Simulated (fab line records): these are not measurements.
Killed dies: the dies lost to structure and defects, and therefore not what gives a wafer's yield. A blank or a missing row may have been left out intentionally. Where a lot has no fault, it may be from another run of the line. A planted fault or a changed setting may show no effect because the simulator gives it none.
fab line records / flow nand-harc
record lots=12 wafers=36 last-day=34
route steps=1302 shown P_GATE@145
lots that met no fault: taken from a fault-free run of the same line
start-h: start of the lot's first displayed wafer, in hours after the record's first day / wait-h: time in hours since the lot's previous step / " as in the row above / L1.1+2: one row covering several wafers at once / - no value, or no start was given / * or withheld: withheld / < > ~ a bound
route shown NAME@n: names a module that has steps shown in the file, with the first one's number in the route / usual: the fault-free wafers' mean and standard deviation / same: alike in all rows / chamber/n: place in a boat / sites: each site's reading / _std_site: standard deviation across them / _edge_site: outer sites' mean less inner sites' / radius-mm: how far each site lies from the wafer's centre / mask NAME#n: copy n / behind: the last tool/chamber to shape the wafer / hold: cause of the lot's hold/its duration in hours/its outcome / device: whichever transistor did not switch (one of n, p or np) / end of line: tests run on the same wafers once the route is complete / a step given without rows: its recipe and nothing more / killed: dies lost to structure and defects at the first sort, not the wafer's yield / map: dies across one wafer; x = killed, . = not, _ = none there
set.NAME: setting as actually run; set.NAME@STEP: the setting as run at that earlier step / model.NAME: the simulator's own value behind a step, which no gauge read
one table for each step of the route and one row for each wafer, over a sample of lots
services: the hour from which a tool's chamber was out of use, counted from the record's first day as start-h (under 0 if before that day), plus the number of hours and why
## steps
# step NHARC_P_GATE_ETCH_104
# recipe target-depth-a=600 time-s=withheld cf4-flow-sccm=100 chf3-flow-sccm=30 ar-flow-sccm=0 rf-w=500 bias-w=200 chemistry=CF4/CHF3
# usual drypump-motor-current-A=5.8/0.64 oes-product-au=0.967/0.021 rf-fwd-power-W=491.9/2.1 rf-vpp-V=370.4/1.8 showerhead-plenum-p-Torr=1.56/0.048 throttle-valve-pct=16.802/0.0095
lot.wafer=L115.1 tool=rie-diel-03 chamber=1 start-h=131.27 wait-h=0.1 drypump-motor-current-A=6.6 oes-product-au=0.974 rf-fwd-power-W=490.2 rf-vpp-V=374.9 showerhead-plenum-p-Torr=1.64 throttle-valve-pct=16.804
lot.wafer=L115.5 tool=rie-diel-03 chamber=2 start-h=131.27 wait-h=0.1 drypump-motor-current-A=5.9 oes-product-au=0.995 rf-fwd-power-W=490.6 rf-vpp-V=368.0 showerhead-plenum-p-Torr=1.51 throttle-valve-pct=16.802
lot.wafer=L115.6 tool=rie-diel-03 chamber=3 start-h=131.27 wait-h=0.1 drypump-motor-current-A=5.6 oes-product-au=0.985 rf-fwd-power-W=494.0 rf-vpp-V=367.4 showerhead-plenum-p-Torr=1.51 throttle-valve-pct=16.806
lot.wafer=L112.4 tool=rie-diel-03 chamber=3 start-h=133.27 wait-h=0.1 drypump-motor-current-A=5.6 oes-product-au=0.929 rf-fwd-power-W=491.8 rf-vpp-V=368.8 showerhead-plenum-p-Torr=1.51 throttle-valve-pct=16.816
lot.wafer=L112.5 tool=rie-diel-03 chamber=1 start-h=133.27 wait-h=0.1 drypump-motor-current-A=6.6 oes-product-au=0.935 rf-fwd-power-W=491.0 rf-vpp-V=372.1 showerhead-plenum-p-Torr=1.64 throttle-valve-pct=16.792
lot.wafer=L112.6 tool=rie-diel-03 chamber=2 start-h=133.27 wait-h=0.1 drypump-motor-current-A=5.9 oes-product-au=0.936 rf-fwd-power-W=490.7 rf-vpp-V=367.7 showerhead-plenum-p-Torr=1.51 throttle-valve-pct=16.798
lot.wafer=L116.1 tool=rie-diel-07 chamber=3 start-h=133.67 wait-h=0.1 drypump-motor-current-A=5.2 oes-product-au=0.965 rf-fwd-power-W=493.6 rf-vpp-V=373.8 showerhead-plenum-p-Torr=1.65 throttle-valve-pct=16.788
lot.wafer=L116.6 tool=rie-diel-07 chamber=0 start-h=133.67 wait-h=0.1 drypump-motor-current-A=4.9 oes-product-au=0.992 rf-fwd-power-W=494.0 rf-vpp-V=370.3 showerhead-plenum-p-Torr=1.55 throttle-valve-pct=16.808
lot.wafer=L116.4 tool=rie-diel-07 chamber=1 start-h=133.67 wait-h=0.1 drypump-motor-current-A=6.6 oes-product-au=0.983 rf-fwd-power-W=493.7 rf-vpp-V=370.4 showerhead-plenum-p-Torr=1.57 throttle-valve-pct=16.789
lot.wafer=L119.4 tool=rie-diel-01 chamber=0 start-h=167.84 wait-h=0.1 drypump-motor-current-A=6.1 oes-product-au=0.930 rf-fwd-power-W=491.1 rf-vpp-V=367.1 showerhead-plenum-p-Torr=1.48 throttle-valve-pct=16.806
lot.wafer=L119.3 tool=rie-diel-01 chamber=2 start-h=167.84 wait-h=0.1 drypump-motor-current-A=5.5 oes-product-au=0.926 rf-fwd-power-W=493.9 rf-vpp-V=367.9 showerhead-plenum-p-Torr=1.54 throttle-valve-pct=16.775
lot.wafer=L119.6 tool=rie-diel-01 chamber=1 start-h=167.84 wait-h=0.1 drypump-motor-current-A=6.7 oes-product-au=0.914 rf-fwd-power-W=491.7 rf-vpp-V=368.1 showerhead-plenum-p-Torr=1.50 throttle-valve-pct=16.806
lot.wafer=L123.3 tool=rie-diel-03 chamber=1 start-h=207.08 wait-h=0.1 drypump-motor-current-A=6.6 oes-product-au=0.971 rf-fwd-power-W=489.9 rf-vpp-V=373.0 showerhead-plenum-p-Torr=1.64 throttle-valve-pct=16.796
lot.wafer=L123.5 tool=rie-diel-03 chamber=1 start-h=207.08 wait-h=0.1 drypump-motor-current-A=6.6 oes-product-au=0.958 rf-fwd-power-W=490.9 rf-vpp-V=373.1 showerhead-plenum-p-Torr=1.64 throttle-valve-pct=16.801
lot.wafer=L123.6 tool=rie-diel-03 chamber=2 start-h=207.08 wait-h=0.1 drypump-motor-current-A=5.9 oes-product-au=0.982 rf-fwd-power-W=489.4 rf-vpp-V=366.3 showerhead-plenum-p-Torr=1.51 throttle-valve-pct=16.814
lot.wafer=L124.1 tool=rie-diel-07 chamber=2 start-h=217.68 wait-h=0.1 drypump-motor-current-A=6.1 oes-product-au=0.989 rf-fwd-power-W=492.3 rf-vpp-V=370.6 showerhead-plenum-p-Torr=1.59 throttle-valve-pct=16.801
lot.wafer=L124.4 tool=rie-diel-07 chamber=0 start-h=217.68 wait-h=0.1 drypump-motor-current-A=4.9 oes-product-au=0.985 rf-fwd-power-W=492.8 rf-vpp-V=370.1 showerhead-plenum-p-Torr=1.55 throttle-valve-pct=16.792
lot.wafer=L124.6 tool=rie-diel-07 chamber=2 start-h=217.68 wait-h=0.1 drypump-motor-current-A=6.1 oes-product-au=0.987 rf-fwd-power-W=492.3 rf-vpp-V=370.7 showerhead-plenum-p-Torr=1.59 throttle-valve-pct=16.817
lot.wafer=L128.1 tool=rie-diel-07 chamber=0 start-h=262.95 wait-h=0.1 drypump-motor-current-A=4.9 oes-product-au=0.981 rf-fwd-power-W=491.7 rf-vpp-V=371.8 showerhead-plenum-p-Torr=1.55 throttle-valve-pct=16.793
lot.wafer=L128.2 tool=rie-diel-07 chamber=2 start-h=262.95 wait-h=0.1 drypump-motor-current-A=6.1 oes-product-au=0.963 rf-fwd-power-W=490.8 rf-vpp-V=371.9 showerhead-plenum-p-Torr=1.59 throttle-valve-pct=16.793
lot.wafer=L128.4 tool=rie-diel-07 chamber=1 start-h=262.95 wait-h=0.1 drypump-motor-current-A=6.6 oes-product-au=0.975 rf-fwd-power-W=492.6 rf-vpp-V=370.6 showerhead-plenum-p-Torr=1.57 throttle-valve-pct=16.799
lot.wafer=L131.1 tool=rie-diel-07 chamber=2 start-h=281.05 wait-h=0.1 drypump-motor-current-A=6.1 oes-product-au=0.973 rf-fwd-power-W=492.4 rf-vpp-V=370.2 showerhead-plenum-p-Torr=1.59 throttle-valve-pct=16.797
lot.wafer=L131.2 tool=rie-diel-07 chamber=0 start-h=281.05 wait-h=0.1 drypump-motor-current-A=4.9 oes-product-au=0.995 rf-fwd-power-W=492.3 rf-vpp-V=370.6 showerhead-plenum-p-Torr=1.55 throttle-valve-pct=16.806
lot.wafer=L131.5 tool=rie-diel-07 chamber=2 start-h=281.05 wait-h=0.1 drypump-motor-current-A=6.1 oes-product-au=0.974 rf-fwd-power-W=492.6 rf-vpp-V=371.8 showerhead-plenum-p-Torr=1.59 throttle-valve-pct=16.816
lot.wafer=L130.2 tool=rie-diel-03 chamber=1 start-h=281.70 wait-h=0.1 drypump-motor-current-A=6.6 oes-product-au=0.973 rf-fwd-power-W=489.7 rf-vpp-V=372.4 showerhead-plenum-p-Torr=1.64 throttle-valve-pct=16.790
lot.wafer=L130.3 tool=rie-diel-03 chamber=0 start-h=281.70 wait-h=0.1 drypump-motor-current-A=6.1 oes-product-au=0.964 rf-fwd-power-W=492.6 rf-vpp-V=368.5 showerhead-plenum-p-Torr=1.52 throttle-valve-pct=16.797
lot.wafer=L130.5 tool=rie-diel-03 chamber=2 start-h=281.70 wait-h=0.1 drypump-motor-current-A=5.9 oes-product-au=0.982 rf-fwd-power-W=490.4 rf-vpp-V=367.4 showerhead-plenum-p-Torr=1.51 throttle-valve-pct=16.793
lot.wafer=L133.4 tool=rie-diel-07 chamber=0 start-h=311.01 wait-h=0.1 drypump-motor-current-A=4.9 oes-product-au=0.982 rf-fwd-power-W=493.2 rf-vpp-V=369.3 showerhead-plenum-p-Torr=1.55 throttle-valve-pct=16.794
lot.wafer=L133.6 tool=rie-diel-07 chamber=1 start-h=311.01 wait-h=0.1 drypump-motor-current-A=6.6 oes-product-au=0.984 rf-fwd-power-W=491.8 rf-vpp-V=371.8 showerhead-plenum-p-Torr=1.56 throttle-valve-pct=16.783
lot.wafer=L133.5 tool=rie-diel-07 chamber=2 start-h=311.01 wait-h=0.1 drypump-motor-current-A=6.1 oes-product-au=0.967 rf-fwd-power-W=491.5 rf-vpp-V=371.4 showerhead-plenum-p-Torr=1.59 throttle-valve-pct=16.796
lot.wafer=L134.3 tool=rie-diel-07 chamber=3 start-h=315.01 wait-h=0.1 drypump-motor-current-A=5.2 oes-product-au=0.974 rf-fwd-power-W=489.9 rf-vpp-V=372.8 showerhead-plenum-p-Torr=1.65 throttle-valve-pct=16.813
lot.wafer=L134.4 tool=rie-diel-07 chamber=2 start-h=315.01 wait-h=0.1 drypump-motor-current-A=6.1 oes-product-au=0.978 rf-fwd-power-W=492.0 rf-vpp-V=369.3 showerhead-plenum-p-Torr=1.59 throttle-valve-pct=16.805
lot.wafer=L134.6 tool=rie-diel-07 chamber=3 start-h=315.01 wait-h=0.1 drypump-motor-current-A=5.2 oes-product-au=0.966 rf-fwd-power-W=493.8 rf-vpp-V=373.5 showerhead-plenum-p-Torr=1.64 throttle-valve-pct=16.805
lot.wafer=L135.4 tool=rie-diel-03 chamber=1 start-h=326.42 wait-h=0.1 drypump-motor-current-A=6.6 oes-product-au=0.987 rf-fwd-power-W=486.4 rf-vpp-V=372.2 showerhead-plenum-p-Torr=1.64 throttle-valve-pct=16.797
lot.wafer=L135.1 tool=rie-diel-03 chamber=3 start-h=326.42 wait-h=0.1 drypump-motor-current-A=5.6 oes-product-au=0.997 rf-fwd-power-W=494.0 rf-vpp-V=369.3 showerhead-plenum-p-Torr=1.51 throttle-valve-pct=16.797
lot.wafer=L135.6 tool=rie-diel-03 chamber=2 start-h=326.42 wait-h=0.1 drypump-motor-current-A=5.9 oes-product-au=0.995 rf-fwd-power-W=489.7 rf-vpp-V=366.8 showerhead-plenum-p-Torr=1.51 throttle-valve-pct=16.792
# step NHARC_P_GATE_ALD_36
# recipe target-thk-a=200 pulse-time-s=60 ald-cycles=223 temp-c=400 material=SiNx
# usual heater-power-w=805/77 precursor-pulse-height-rel=0.998/0.018
lot.wafer=L115.1 tool=ald-sin-01 chamber=1 start-h=134.61 wait-h=- heater-power-w=716 precursor-pulse-height-rel=0.987
lot.wafer=L115.5 tool=ald-sin-01 chamber=3 start-h=136.74 wait-h=- heater-power-w=815 precursor-pulse-height-rel=0.980
lot.wafer=L115.6 tool=ald-sin-01 chamber=0 start-h=137.81 wait-h=- heater-power-w=764 precursor-pulse-height-rel=0.994
lot.wafer=L112.4 tool=ald-sin-04 chamber=1 start-h=136.53 wait-h=- heater-power-w=780 precursor-pulse-height-rel=0.993
lot.wafer=L112.6 tool=ald-sin-04 chamber=3 start-h=138.64 wait-h=- heater-power-w=837 precursor-pulse-height-rel=1.013
lot.wafer=L112.5 tool=ald-sin-04 chamber=0 start-h=139.69 wait-h=- heater-power-w=819 precursor-pulse-height-rel=1.028
lot.wafer=L116.1 tool=ald-sin-01 chamber=2 start-h=139.94 wait-h=- heater-power-w=959 precursor-pulse-height-rel=0.968
lot.wafer=L116.4 tool=ald-sin-01 chamber=0 start-h=142.06 wait-h=- heater-power-w=786 precursor-pulse-height-rel=0.968
lot.wafer=L116.6 tool=ald-sin-01 chamber=2 start-h=144.17 wait-h=- heater-power-w=980 precursor-pulse-height-rel=1.015
lot.wafer=L119.4 tool=ald-sin-01 chamber=0 start-h=170.07 wait-h=- heater-power-w=775 precursor-pulse-height-rel=0.990
lot.wafer=L119.3 tool=ald-sin-01 chamber=2 start-h=172.15 wait-h=- heater-power-w=977 precursor-pulse-height-rel=0.998
lot.wafer=L119.6 tool=ald-sin-01 chamber=0 start-h=174.23 wait-h=- heater-power-w=787 precursor-pulse-height-rel=0.974
lot.wafer=L123.3 tool=ald-sin-01 chamber=3 start-h=211.43 wait-h=- heater-power-w=847 precursor-pulse-height-rel=1.028
lot.wafer=L123.6 tool=ald-sin-01 chamber=0 start-h=212.50 wait-h=- heater-power-w=804 precursor-pulse-height-rel=1.027
lot.wafer=L123.5 tool=ald-sin-01 chamber=1 start-h=213.56 wait-h=- heater-power-w=725 precursor-pulse-height-rel=0.987
lot.wafer=L124.1 tool=ald-sin-04 chamber=1 start-h=219.89 wait-h=- heater-power-w=757 precursor-pulse-height-rel=0.958
lot.wafer=L124.4 tool=ald-sin-04 chamber=3 start-h=221.98 wait-h=- heater-power-w=839 precursor-pulse-height-rel=0.996
lot.wafer=L124.6 tool=ald-sin-04 chamber=0 start-h=223.02 wait-h=- heater-power-w=817 precursor-pulse-height-rel=0.995
lot.wafer=L128.2 tool=ald-sin-04 chamber=2 start-h=264.19 wait-h=- heater-power-w=735 precursor-pulse-height-rel=0.967
lot.wafer=L128.4 tool=ald-sin-04 chamber=0 start-h=266.33 wait-h=- heater-power-w=831 precursor-pulse-height-rel=1.013
lot.wafer=L128.1 tool=ald-sin-04 chamber=1 start-h=267.40 wait-h=- heater-power-w=724 precursor-pulse-height-rel=0.988
lot.wafer=L131.2 tool=ald-sin-04 chamber=0 start-h=282.53 wait-h=- heater-power-w=816 precursor-pulse-height-rel=0.994
lot.wafer=L131.1 tool=ald-sin-04 chamber=2 start-h=284.64 wait-h=- heater-power-w=739 precursor-pulse-height-rel=1.014
lot.wafer=L131.5 tool=ald-sin-04 chamber=0 start-h=286.74 wait-h=- heater-power-w=839 precursor-pulse-height-rel=0.999
lot.wafer=L130.2 tool=ald-sin-01 chamber=3 start-h=284.36 wait-h=- heater-power-w=837 precursor-pulse-height-rel=0.991
lot.wafer=L130.3 tool=ald-sin-01 chamber=0 start-h=285.78 wait-h=- heater-power-w=800 precursor-pulse-height-rel=1.021
lot.wafer=L130.5 tool=ald-sin-01 chamber=1 start-h=287.19 wait-h=- heater-power-w=670 precursor-pulse-height-rel=1.009
lot.wafer=L133.4 tool=ald-sin-04 chamber=3 start-h=312.19 wait-h=- heater-power-w=823 precursor-pulse-height-rel=0.984
lot.wafer=L133.6 tool=ald-sin-04 chamber=3 start-h=316.46 wait-h=- heater-power-w=816 precursor-pulse-height-rel=1.023
lot.wafer=L133.5 tool=ald-sin-04 chamber=0 start-h=317.52 wait-h=- heater-power-w=826 precursor-pulse-height-rel=1.023
lot.wafer=L134.4 tool=ald-sin-01 chamber=1 start-h=317.24 wait-h=- heater-power-w=685 precursor-pulse-height-rel=0.979
lot.wafer=L134.3 tool=ald-sin-01 chamber=3 start-h=319.37 wait-h=- heater-power-w=857 precursor-pulse-height-rel=0.989
lot.wafer=L134.6 tool=ald-sin-01 chamber=0 start-h=320.43 wait-h=- heater-power-w=807 precursor-pulse-height-rel=0.996
lot.wafer=L135.1 tool=ald-sin-02 chamber=1 start-h=327.58 wait-h=- heater-power-w=702 precursor-pulse-height-rel=1.010
lot.wafer=L135.4 tool=ald-sin-02 chamber=3 start-h=329.68 wait-h=- heater-power-w=884 precursor-pulse-height-rel=0.970
lot.wafer=L135.6 tool=ald-sin-02 chamber=2 start-h=332.83 wait-h=- heater-power-w=846 precursor-pulse-height-rel=1.010
# step NHARC_P_GATE_EXPOSE_43
# recipe na=0.6 target-cd-nm=720 dose-mj=14.81 mask-id=P_NSD
lot.wafer=L115.1+5+6 tool=krf-scanner-03 chamber=0 start-h=142.91 wait-h=- mask=P_NSD#0
lot.wafer=L112.4+5+6 tool=krf-scanner-03 chamber=0 start-h=144.66 wait-h=- mask=P_NSD#0
lot.wafer=L116.1+4+6 tool=krf-scanner-04 chamber=0 start-h=149.26 wait-h=- mask=P_NSD#0
lot.wafer=L119.3+4+6 tool=krf-scanner-04 chamber=0 start-h=179.31 wait-h=- mask=P_NSD_R1#0
lot.wafer=L123.3+5+6 tool=krf-scanner-03 chamber=0 start-h=218.53 wait-h=- mask=P_NSD#0
lot.wafer=L124.1+4+6 tool=krf-scanner-03 chamber=0 start-h=229.13 wait-h=- mask=P_NSD#0
lot.wafer=L128.1+2+4 tool=krf-scanner-03 chamber=0 start-h=274.66 wait-h=- mask=P_NSD#0
lot.wafer=L131.1+2+5 tool=krf-scanner-03 chamber=0 start-h=292.89 wait-h=- mask=P_NSD#0
lot.wafer=L130.2+3+5 tool=krf-scanner-04 chamber=0 start-h=295.51 wait-h=- mask=P_NSD#0
lot.wafer=L133.4+5+6 tool=krf-scanner-01 chamber=0 start-h=322.51 wait-h=- mask=P_NSD#0
lot.wafer=L134.3+4+6 tool=krf-scanner-04 chamber=0 start-h=326.60 wait-h=- mask=P_NSD#0
lot.wafer=L135.1+4+6 tool=krf-scanner-04 chamber=0 start-h=337.79 wait-h=- mask=P_NSD#0
# step NHARC_P_GATE_CD_MEAS_46
# recipe target-cd-nm=720 landing-energy-ev=500
# usual cd-nm=721.1/1.6
# same landing-energy-ev=500
lot.wafer=L115.1 tool=cd-sem-03 chamber=0 start-h=143.07 wait-h=- cd-nm=722.9
lot.wafer=L115.5 tool=cd-sem-03 chamber=0 start-h=143.07 wait-h=- cd-nm=721.4
lot.wafer=L115.6 tool=cd-sem-03 chamber=0 start-h=143.07 wait-h=- cd-nm=719.3
lot.wafer=L112.4 tool=cd-sem-03 chamber=0 start-h=144.81 wait-h=- cd-nm=721.7
lot.wafer=L112.5 tool=cd-sem-03 chamber=0 start-h=144.81 wait-h=- cd-nm=723.7
lot.wafer=L112.6 tool=cd-sem-03 chamber=0 start-h=144.81 wait-h=- cd-nm=721.3
lot.wafer=L116.1 tool=cd-sem-02 chamber=0 start-h=149.42 wait-h=- cd-nm=719.2
lot.wafer=L116.4 tool=cd-sem-02 chamber=0 start-h=149.42 wait-h=- cd-nm=720.3
lot.wafer=L116.6 tool=cd-sem-02 chamber=0 start-h=149.42 wait-h=- cd-nm=719.6
lot.wafer=L119.3 tool=cd-sem-03 chamber=0 start-h=179.46 wait-h=- cd-nm=707.5
lot.wafer=L119.4 tool=cd-sem-03 chamber=0 start-h=179.46 wait-h=- cd-nm=708.0
lot.wafer=L119.6 tool=cd-sem-03 chamber=0 start-h=179.46 wait-h=- cd-nm=709.9
lot.wafer=L123.3 tool=cd-sem-02 chamber=0 start-h=218.68 wait-h=- cd-nm=721.8
lot.wafer=L123.5 tool=cd-sem-02 chamber=0 start-h=218.68 wait-h=- cd-nm=720.0
lot.wafer=L123.6 tool=cd-sem-02 chamber=0 start-h=218.68 wait-h=- cd-nm=720.2
lot.wafer=L124.1 tool=cd-sem-03 chamber=0 start-h=229.30 wait-h=- cd-nm=722.4
lot.wafer=L124.4 tool=cd-sem-03 chamber=0 start-h=229.30 wait-h=- cd-nm=718.7
lot.wafer=L124.6 tool=cd-sem-03 chamber=0 start-h=229.30 wait-h=- cd-nm=718.1
lot.wafer=L128.1 tool=cd-sem-01 chamber=0 start-h=274.82 wait-h=- cd-nm=720.8
lot.wafer=L128.2 tool=cd-sem-01 chamber=0 start-h=274.82 wait-h=- cd-nm=721.4
lot.wafer=L128.4 tool=cd-sem-01 chamber=0 start-h=274.82 wait-h=- cd-nm=721.7
lot.wafer=L131.1 tool=cd-sem-01 chamber=0 start-h=293.05 wait-h=- cd-nm=720.7
lot.wafer=L131.2 tool=cd-sem-01 chamber=0 start-h=293.05 wait-h=- cd-nm=722.7
lot.wafer=L131.5 tool=cd-sem-01 chamber=0 start-h=293.05 wait-h=- cd-nm=720.6
lot.wafer=L130.2 tool=cd-sem-01 chamber=0 start-h=295.66 wait-h=- cd-nm=719.4
lot.wafer=L130.3 tool=cd-sem-01 chamber=0 start-h=295.66 wait-h=- cd-nm=721.0
lot.wafer=L130.5 tool=cd-sem-01 chamber=0 start-h=295.66 wait-h=- cd-nm=715.9
lot.wafer=L133.4 tool=cd-sem-01 chamber=0 start-h=322.66 wait-h=- cd-nm=720.9
lot.wafer=L133.5 tool=cd-sem-01 chamber=0 start-h=322.66 wait-h=- cd-nm=720.9
lot.wafer=L133.6 tool=cd-sem-01 chamber=0 start-h=322.66 wait-h=- cd-nm=721.2
lot.wafer=L134.3 tool=cd-sem-03 chamber=0 start-h=326.75 wait-h=- cd-nm=724.5
lot.wafer=L134.4 tool=cd-sem-03 chamber=0 start-h=326.75 wait-h=- cd-nm=722.8
lot.wafer=L134.6 tool=cd-sem-03 chamber=0 start-h=326.75 wait-h=- cd-nm=722.4
lot.wafer=L135.1 tool=cd-sem-02 chamber=0 start-h=337.95 wait-h=- cd-nm=721.6
lot.wafer=L135.4 tool=cd-sem-02 chamber=0 start-h=337.95 wait-h=- cd-nm=721.6
lot.wafer=L135.6 tool=cd-sem-02 chamber=0 start-h=337.95 wait-h=- cd-nm=721.6
# step NHARC_P_GATE_CD_MEAS_59
# recipe target-cd-nm=720 landing-energy-ev=500
# usual cd-nm=720.6/2.1
# same landing-energy-ev=500
lot.wafer=L115.1 tool=cd-sem-02 chamber=0 start-h=144.83 wait-h=- cd-nm=722.4
lot.wafer=L115.5 tool=cd-sem-02 chamber=0 start-h=144.83 wait-h=- cd-nm=719.2
lot.wafer=L115.6 tool=cd-sem-02 chamber=0 start-h=144.83 wait-h=- cd-nm=723.6
lot.wafer=L112.4 tool=cd-sem-03 chamber=0 start-h=146.56 wait-h=- cd-nm=724.3
lot.wafer=L112.5 tool=cd-sem-03 chamber=0 start-h=146.56 wait-h=- cd-nm=718.8
lot.wafer=L112.6 tool=cd-sem-03 chamber=0 start-h=146.56 wait-h=- cd-nm=720.2
lot.wafer=L116.1 tool=cd-sem-01 chamber=0 start-h=151.16 wait-h=- cd-nm=723.9
lot.wafer=L116.4 tool=cd-sem-01 chamber=0 start-h=151.16 wait-h=- cd-nm=723.5
lot.wafer=L116.6 tool=cd-sem-01 chamber=0 start-h=151.16 wait-h=- cd-nm=722.3
lot.wafer=L119.3 tool=cd-sem-03 chamber=0 start-h=181.22 wait-h=- cd-nm=722.8
lot.wafer=L119.4 tool=cd-sem-03 chamber=0 start-h=181.22 wait-h=- cd-nm=718.4
lot.wafer=L119.6 tool=cd-sem-03 chamber=0 start-h=181.22 wait-h=- cd-nm=716.8
lot.wafer=L123.3 tool=cd-sem-03 chamber=0 start-h=220.32 wait-h=- cd-nm=718.0
lot.wafer=L123.5 tool=cd-sem-03 chamber=0 start-h=220.32 wait-h=- cd-nm=719.8
lot.wafer=L123.6 tool=cd-sem-03 chamber=0 start-h=220.32 wait-h=- cd-nm=717.3
lot.wafer=L124.1 tool=cd-sem-03 chamber=0 start-h=230.93 wait-h=- cd-nm=719.6
lot.wafer=L124.4 tool=cd-sem-03 chamber=0 start-h=230.93 wait-h=- cd-nm=720.5
lot.wafer=L124.6 tool=cd-sem-03 chamber=0 start-h=230.93 wait-h=- cd-nm=720.8
lot.wafer=L128.1 tool=cd-sem-03 chamber=0 start-h=276.45 wait-h=- cd-nm=719.6
lot.wafer=L128.2 tool=cd-sem-03 chamber=0 start-h=276.45 wait-h=- cd-nm=720.8
lot.wafer=L128.4 tool=cd-sem-03 chamber=0 start-h=276.45 wait-h=- cd-nm=719.5
lot.wafer=L131.1 tool=cd-sem-02 chamber=0 start-h=294.80 wait-h=- cd-nm=724.4
lot.wafer=L131.2 tool=cd-sem-02 chamber=0 start-h=294.80 wait-h=- cd-nm=721.3
lot.wafer=L131.5 tool=cd-sem-02 chamber=0 start-h=294.80 wait-h=- cd-nm=722.7
lot.wafer=L130.2 tool=cd-sem-01 chamber=0 start-h=297.46 wait-h=- cd-nm=722.5
lot.wafer=L130.3 tool=cd-sem-01 chamber=0 start-h=297.46 wait-h=- cd-nm=719.6
lot.wafer=L130.5 tool=cd-sem-01 chamber=0 start-h=297.46 wait-h=- cd-nm=719.2
lot.wafer=L133.4 tool=cd-sem-01 chamber=0 start-h=324.42 wait-h=- cd-nm=719.4
lot.wafer=L133.5 tool=cd-sem-01 chamber=0 start-h=324.42 wait-h=- cd-nm=718.9
lot.wafer=L133.6 tool=cd-sem-01 chamber=0 start-h=324.42 wait-h=- cd-nm=718.5
lot.wafer=L134.3 tool=cd-sem-02 chamber=0 start-h=328.50 wait-h=- cd-nm=720.9
lot.wafer=L134.4 tool=cd-sem-02 chamber=0 start-h=328.50 wait-h=- cd-nm=718.9
lot.wafer=L134.6 tool=cd-sem-02 chamber=0 start-h=328.50 wait-h=- cd-nm=720.2
lot.wafer=L135.1 tool=cd-sem-01 chamber=0 start-h=339.72 wait-h=- cd-nm=723.7
lot.wafer=L135.4 tool=cd-sem-01 chamber=0 start-h=339.72 wait-h=- cd-nm=719.9
lot.wafer=L135.6 tool=cd-sem-01 chamber=0 start-h=339.72 wait-h=- cd-nm=721.4
## services
tool=rie-diel-07 chamber=- start-h=117.26 hours=9.0 kind=pm
tool=ald-sin-01 chamber=3 start-h=122.45 hours=9.2 kind=repair
tool=krf-scanner-04 chamber=- start-h=138.09 hours=8.3 kind=repair
tool=krf-scanner-01 chamber=- start-h=140.00 hours=4.0 kind=pm
tool=ald-sin-02 chamber=- start-h=144.55 hours=0.7 kind=repair
tool=ald-sin-04 chamber=2 start-h=151.27 hours=4.0 kind=repair
tool=rie-diel-03 chamber=- start-h=152.94 hours=0.1 kind=repair
tool=rie-diel-03 chamber=0 start-h=164.37 hours=4.5 kind=repair
tool=ald-sin-01 chamber=1 start-h=167.30 hours=1.5 kind=repair
tool=rie-diel-03 chamber=1 start-h=177.74 hours=3.3 kind=repair
tool=krf-scanner-04 chamber=- start-h=182.00 hours=4.0 kind=pm
tool=krf-scanner-03 chamber=- start-h=224.01 hours=4.0 kind=pm
tool=rie-diel-07 chamber=- start-h=230.30 hours=1.5 kind=repair
tool=ald-sin-04 chamber=2 start-h=232.20 hours=1.2 kind=repair
tool=rie-diel-07 chamber=3 start-h=237.47 hours=48.7 kind=repair
tool=ald-sin-04 chamber=- start-h=254.00 hours=10.0 kind=pm
tool=ald-sin-01 chamber=2 start-h=281.23 hours=3.9 kind=repair
tool=rie-diel-03 chamber=- start-h=281.77 hours=9.0 kind=pm
tool=rie-diel-07 chamber=- start-h=289.72 hours=0.4 kind=repair
tool=rie-diel-03 chamber=- start-h=291.70 hours=0.2 kind=repair
tool=rie-diel-07 chamber=- start-h=294.26 hours=9.0 kind=pm
tool=krf-scanner-04 chamber=- start-h=305.88 hours=0.2 kind=repair
tool=krf-scanner-04 chamber=- start-h=334.79 hours=1.6 kind=repair
tool=rie-diel-03 chamber=2 start-h=336.56 hours=1.7 kind=repair
## key
first-sign step=NHARC_P_GATE_EXPOSE_43 reading=mask direction=changed
effect step=NHARC_P_GATE_CD_MEAS_46 reading=cd-nm direction=down sigmas=7.9 usual=721.1 struck=708.5
met-at NHARC_P_GATE_EXPOSE_43
struck-lots L119
tester-left-out L119
not-acting-at NHARC_P_GATE_ETCH_104,NHARC_P_GATE_ALD_36,NHARC_P_GATE_CD_MEAS_59
onset-between 149.26 179.31
fault kind=wrong-mask tool=any chamber=- onset-h=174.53 steps=NHARC_P_GATE_EXPOSE_43 aux-copy=P_NSD_R1#0 cd-offset-nm=-11.447 scope=struck-lots-only
# tester-left-out: of these lots the tester's yield and bins aren't shown, on N5 and GAA mostly nor the transistor test; their killed dies are dies lost to structure and defects alone, not to doping, threshold or leakage, so they don't give the yield
